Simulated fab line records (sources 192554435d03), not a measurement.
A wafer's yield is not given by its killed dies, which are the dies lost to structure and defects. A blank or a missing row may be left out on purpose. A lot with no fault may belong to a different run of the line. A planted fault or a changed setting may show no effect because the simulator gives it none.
Which tool is to blame?	flow n5 finfet	10 lots with 30 wafers sampled at 5 steps, on a route of 1938 steps

## WHAT THE GAUGES SHOWED, per wafer
The record holds no reading of a measuring or inspecting step that can be judged against a usual standard deviation.

## WHAT TOOL EACH LOT RAN ON (gives the tool, then ch and the chambers of the sampled wafers, and finally the start)
lot	N5_HKMG_FIN_STRIP_88	N5_BEOL_M15_ILD_DEP_00	N5_BEOL_M15_DESCUM_33	N5_BEOL_M15_STRIP_37	N5_PASSIVATION_PROBE_49
L460	plasma asher-01 ch 0,1, day 4 05:17	pecvd-03 ch 0,1, day 11 01:19	rie diel-04 ch 0,3, day 11 04:20	rie diel-05 ch 2,3, no start	-
L461	plasma asher-02 ch 0,1, day 4 15:14	pecvd-02 ch 0,1,2, day 11 15:32	rie diel-04 ch 0,1,2, day 11 18:11	rie diel-05 ch 0,1,3, no start	-
L462	plasma asher-02 ch 0,1, day 4 17:40	pecvd-03 ch 0,1, day 11 15:42	rie diel-04 ch 2,3, day 11 18:55	rie diel-01 ch 1,2,3, no start	-
L463	plasma asher-01 ch 0,1, day 5 04:03	pecvd-01 ch 0,1, day 11 20:47	rie diel-05 ch 1,2, day 11 23:01	rie diel-04 ch 0,1,3, no start	-
L471	plasma asher-01 ch 0, day 6 23:23	pecvd-02 ch 0,1, day 13 18:08	rie diel-04 ch 0,3, day 13 20:48	rie diel-04 ch 0,2, day 14 14:25 or earlier	prober-01, day 14 14:25
L473	plasma asher-01 ch 0,1, day 7 14:43	pecvd-01 ch 0,1,2, day 14 14:25	rie diel-05 ch 1,2,3, day 14 16:55	rie diel-05 ch 1,2,3, day 15 10:13 or earlier	prober-02, day 15 10:13
L475	plasma asher-02 ch 0,1, day 8 01:37	pecvd-02 ch 0,1, day 15 02:05	rie diel-04 ch 2,3, day 15 04:35	rie diel-05 ch 1,2,3, no start	-
L478	plasma asher-02 ch 0,1, day 8 22:41	pecvd-03 ch 0,1,2, day 15 18:10	rie diel-01 ch 0,1,2, day 15 20:31	rie diel-04 ch 0,3, no start	-
L481	plasma asher-02 ch 0,1, day 9 11:44	pecvd-03 ch 0,2, day 16 10:15	rie diel-01 ch 0,1,2, day 16 12:22	rie diel-01 ch 0,2,3, no start	-
L483	plasma asher-02 ch 0,1, day 9 23:10	pecvd-02 ch 1,2, day 17 00:54	rie diel-05 ch 0,3, day 17 04:04	rie diel-04 ch 0,1,3, no start	-
- N5_HKMG_FIN_STRIP_88: strips in N2/H2, time 360 s.
- N5_BEOL_M15_ILD_DEP_00: deposits SiO2 from TEOS/O2, target thk 1629.3 nm, time 346.1 s.
- N5_BEOL_M15_DESCUM_33: chemistry O2, time 7.9 s.
- N5_BEOL_M15_STRIP_37: strips in O2.
- N5_PASSIVATION_PROBE_49

## WHAT THE TOOLS THEMSELVES READ (means of the sampled wafers that have a number; where no wafer has one, the mark that the record gives instead)
N5_HKMG_FIN_STRIP_88. Usual: drypump motor current A 5.4 A, standard deviation 0.63; heater power w 431 W, standard deviation 11.
lot	tool	drypump motor current A (A)	heater power w (W)	flag
L460	plasma asher-01	5.5	434	
L461	plasma asher-02	5.7	425	
L462	plasma asher-02	5.7	424	
L463	plasma asher-01	5.1	436	
L471	plasma asher-01	5.9	433	
L473	plasma asher-01	5.5	446	
L475	plasma asher-02	5.7	423	
L478	plasma asher-02	5.3	415	
L481	plasma asher-02	5.7	425	
L483	plasma asher-02	5.7	427	

N5_BEOL_M15_ILD_DEP_00. Usual: heater power w 536 W, standard deviation 100; rf fwd power W 897.8 W, standard deviation 2.5; showerhead plenum p Torr 8.35 Torr, standard deviation 0.04; showerhead vpp V 1851 V, standard deviation 66; susceptor temp C 400.02 C, standard deviation 0.21; throttle valve pct 19.1 %, standard deviation 1.
lot	tool	heater power w (W)	rf fwd power W (W)	showerhead plenum p Torr (Torr)	showerhead vpp V (V)	susceptor temp C (C)	throttle valve pct (%)	flag
L460	pecvd-03	527	896.8	8.38	1802	400.02	19.7	
L461	pecvd-02	585	899.4	8.31	1822	400.12	18.8	
L462	pecvd-03	561	900.3	8.34	1813	399.95	19.3	
L463	pecvd-01	606	895.2	8.41	1911	399.93	19.7	
L471	pecvd-02	613	899.9	8.33	1829	399.99	19.4	
L473	pecvd-01	561	895.6	8.40	1895	399.70	19.7	
L475	pecvd-02	585	896.8	8.32	1821	400.09	19.7	
L478	pecvd-03	503	897.2	8.34	1843	399.97	19.0	
L481	pecvd-03	515	898.8	8.34	1906	399.99	17.8	
L483	pecvd-02	588	898.3	8.31	1790	400.43	19.1	

N5_BEOL_M15_DESCUM_33. Usual: chamber pressure mTorr 19.997 mTorr, standard deviation 0.019; drypump motor current A 5.7 A, standard deviation 0.35; oes product au 0.81 a.u., standard deviation 0.066; rf fwd power W 49.25 W, standard deviation 0.28; rf vpp V 243.5 V, standard deviation 1.1; showerhead plenum p Torr 2.12 Torr, standard deviation 0.046; throttle valve pct 20.26 %, standard deviation 0.26.
lot	tool	chamber pressure mTorr (mTorr)	drypump motor current A (A)	oes product au (a.u.)	rf fwd power W (W)	rf vpp V (V)	showerhead plenum p Torr (Torr)	throttle valve pct (%)	flag
L460	rie diel-04	20.008	5.6	0.76	49.63	243.4	2.13	20.28	
L461	rie diel-04	19.983	5.4	0.80	49.54	243.8	2.14	20.31	
L462	rie diel-04	20.003	6.1	0.84	49.58	243.3	2.13	20.29	
L463	rie diel-05	20.006	5.7	0.86	49.20	243.7	2.11	20.14	
L471	rie diel-04	19.997	5.9	0.76	49.57	243.6	2.12	20.25	
L473	rie diel-05	19.992	5.7	0.82	49.13	244.0	2.11	20.05	
L475	rie diel-04	19.988	6.0	0.84	49.44	243.5	2.12	20.44	
L478	rie diel-01	20.003	5.7	0.82	49.25	242.8	2.10	20.51	
L481	rie diel-01	20.003	5.7	0.82	49.25	243.4	2.10	20.53	
L483	rie diel-05	20.009	5.5	0.84	49.15	243.7	2.12	19.90	

N5_BEOL_M15_STRIP_37. Usual: chamber pressure mTorr 30.00 mTorr, standard deviation 0.047; drypump motor current A 5.7 A, standard deviation 0.34; oes product au 0.82 a.u., standard deviation 0.066; rf vpp V 3.6 V, standard deviation 0.68; showerhead plenum p Torr 2.12 Torr, standard deviation 0.042; throttle valve pct 16.52 %, standard deviation 0.24.
lot	tool	chamber pressure mTorr (mTorr)	drypump motor current A (A)	oes product au (a.u.)	rf vpp V (V)	showerhead plenum p Torr (Torr)	throttle valve pct (%)	flag
L460	rie diel-05	30.03	5.7	0.88	3.7	2.12	16.23	
L461	rie diel-05	30.01	5.4	0.79	4.1	2.14	16.40	
L462	rie diel-01	30.00	5.9	0.86	3.8	2.12	16.65	
L463	rie diel-04	29.96	5.5	0.75	3.4	2.14	16.50	
L471	rie diel-04	29.96	5.8	0.83	3.9	2.14	16.74	
L473	rie diel-05	30.02	5.7	0.84	3.5	2.12	16.32	
L475	rie diel-05	30.00	5.7	0.82	3.4	2.12	16.34	
L478	rie diel-04	30.00	5.9	0.76	3.8	2.12	16.55	
L481	rie diel-01	30.01	5.9	0.82	4.0	2.05	16.61	
L483	rie diel-04	29.99	5.5	0.72	3.7	2.12	16.58	

N5_PASSIVATION_PROBE_49. Usual: killed_at_M0_to_M3 34, standard deviation 8.9; killed_at_M4_up 13, standard deviation 4.6; killed at contacts 12, standard deviation 5.5; killed at front end 41, standard deviation 11; killed at other 3.1, standard deviation 2.9; killed dies 102, standard deviation 16; killed on rim 13, standard deviation 4.2; killed open 66, standard deviation 11; killed short 34, standard deviation 7.6.
lot	tool	killed_at_M0_to_M3	killed_at_M4_up	killed at contacts	killed at front end	killed at other	killed dies	killed on rim	killed open	killed short	flag
L471	prober-01	27	13	7	115	2.7	165	27	55	31	OFF
L473	prober-02	38	11	7	83	3.0	142	22	60	30	OFF

## THE ANSWER, worked out from the rows above alone
Rule: a lot counts as off when the mean over its wafers that have a number is more than 3 standard deviations away from the usual mean. A lot without any number at a reading at which 4 lots or more have one is off too. All remaining lots with rows at the step are treated as sound. The gauges are gone through in route order, then the tools' own readings, and for those a lot's mean is taken as printed above. The first step at which some lot is off is used, and at that step the reading that is off furthest; a lot without a number counts as furthest.
Off, at N5_PASSIVATION_PROBE_49 on killed at front end: L471, L473. Neither off nor sound, because the step has no rows for them: L460, L461, L462, L463, L475, L478, L481, L483.
If a tool, at that step or one of the process steps before it, ran each lot that is off and ran no sound lot following the first of them, it fits. N5_BEOL_M15_STRIP_37: start missing for some lots; hours and lot order therefore follow N5_PASSIVATION_PROBE_49. One fits: plasma asher-01 at N5_HKMG_FIN_STRIP_88. It ran no sound lot before its first lot that is off in this sample, so the start can't be narrowed down.

## WHAT THE SIMULATOR PUT IN
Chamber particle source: plasma asher-01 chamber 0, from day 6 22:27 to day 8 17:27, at N5_HKMG_FIN_STRIP_88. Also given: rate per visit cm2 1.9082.
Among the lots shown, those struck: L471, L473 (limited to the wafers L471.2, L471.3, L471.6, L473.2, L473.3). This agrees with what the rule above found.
